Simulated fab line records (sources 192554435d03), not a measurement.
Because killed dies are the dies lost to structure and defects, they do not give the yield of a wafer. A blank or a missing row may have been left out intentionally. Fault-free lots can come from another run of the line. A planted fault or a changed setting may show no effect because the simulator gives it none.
Which tool did it?    flow n5_finfet    Sampling: 9 lots, 27 wafers, 3 of 1938 route steps

## WHAT THE GAUGES READ, wafer by wafer
N5_FIN_SAQP_CD_MEAS_27: target cd 20 nm.
lot   measured     on         cd_nm (nm)
L655  day 2 00:04  cd_sem-03  19.92 20.18 19.98
L659  day 3 00:47  cd_sem-02  20.09 32.41 20.28
L661  day 3 12:34  cd_sem-02  20.56 20.71 32.00
L671  day 5 23:34  cd_sem-02  20.23 20.27 20.07
L672  day 6 05:43  cd_sem-02  20.17 19.84 20.60
L675  day 7 02:03  cd_sem-03  20.20 20.10 20.44
L676  day 7 06:59  cd_sem-01  19.68 20.29 20.07
L677  day 7 11:50  cd_sem-02  20.29 20.29 19.95
L678  day 7 18:10  cd_sem-01  20.64 20.46 20.82

## TOOL THAT RAN EACH LOT (tool first, then ch and the chambers of the sampled wafers, then the start)
lot   N5_FIN_SAQP_PECVD_06            N5_FIN_SAQP_SPACER1_ALD_24
L655  pecvd-01 ch 0,1, day 1 21:13    ald_sin-02 ch 0,1,3, day 1 23:05
L659  pecvd-04 ch 0,1,2, day 2 21:10  ald_sin-02 ch 0,1,2, day 2 23:52
L661  pecvd-02 ch 1,2, day 3 09:32    ald_sin-02 ch 0,2,3, day 3 11:31
L671  pecvd-01 ch 0,1, day 5 20:39    ald_sin-01 ch 0,1,2, day 5 22:39
L672  pecvd-02 ch 1,2, day 6 02:52    ald_sin-03 ch 0,1,3, day 6 04:47
L675  pecvd-04 ch 0,1, day 6 23:26    ald_sin-01 ch 0,1,2, day 7 01:08
L676  pecvd-04 ch 0,1,2, day 7 03:12  ald_sin-01 ch 0,2,3, day 7 06:01
L677  pecvd-04 ch 0,1,2, day 7 09:15  ald_sin-03 ch 0,2,3, day 7 10:55
L678  pecvd-02 ch 0,2, day 7 15:26    ald_sin-01 ch 1,2, day 7 17:15
- N5_FIN_SAQP_PECVD_06: deposits a-Si from SiH4/He, target thk 60 nm, time 48.1 s.
- N5_FIN_SAQP_SPACER1_ALD_24: deposits SiO2, target thk 20.3 nm, pulse time 1 s, purge time 2 s.

## THE ANSWER, worked out from the rows above alone
Rule: what is usual is taken from the lots themselves. Put in order of their means at a reading, lots are off if they are a third of the lots or fewer, leave a main group of 4 or more, and stand apart from it by a gap of 3 or more times the standard deviation of the main group's means; of several such gaps the widest counts. Not used: any main group whose means are identical at the precision the tables above print for the reading. A lot without any number at a reading at which 4 lots or more have one is off too. Where the step has rows for the other lots, those lots are counted as sound.
Off, at N5_FIN_SAQP_CD_MEAS_27 on cd_nm: L659, L661. Main group: mean 20.21 nm, sd 0.19.
A tool fits if, at a process step before that reading, it ran every lot that is off, and no sound lot after the first of them. Those tools and the gauges at N5_FIN_SAQP_CD_MEAS_27 are tried in the same way. One candidate fits, namely ald_sin-02 at N5_FIN_SAQP_SPACER1_ALD_24. A fault onset in the window from L655 (day 1 23:05, its last sound lot) to L659 (day 2 23:52, its first lot off) fits.

## WHAT THE SIMULATOR HAD INSERTED
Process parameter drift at N5_FIN_SAQP_SPACER1_ALD_24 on ald_sin-02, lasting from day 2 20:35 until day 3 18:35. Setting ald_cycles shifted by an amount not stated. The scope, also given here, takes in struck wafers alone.
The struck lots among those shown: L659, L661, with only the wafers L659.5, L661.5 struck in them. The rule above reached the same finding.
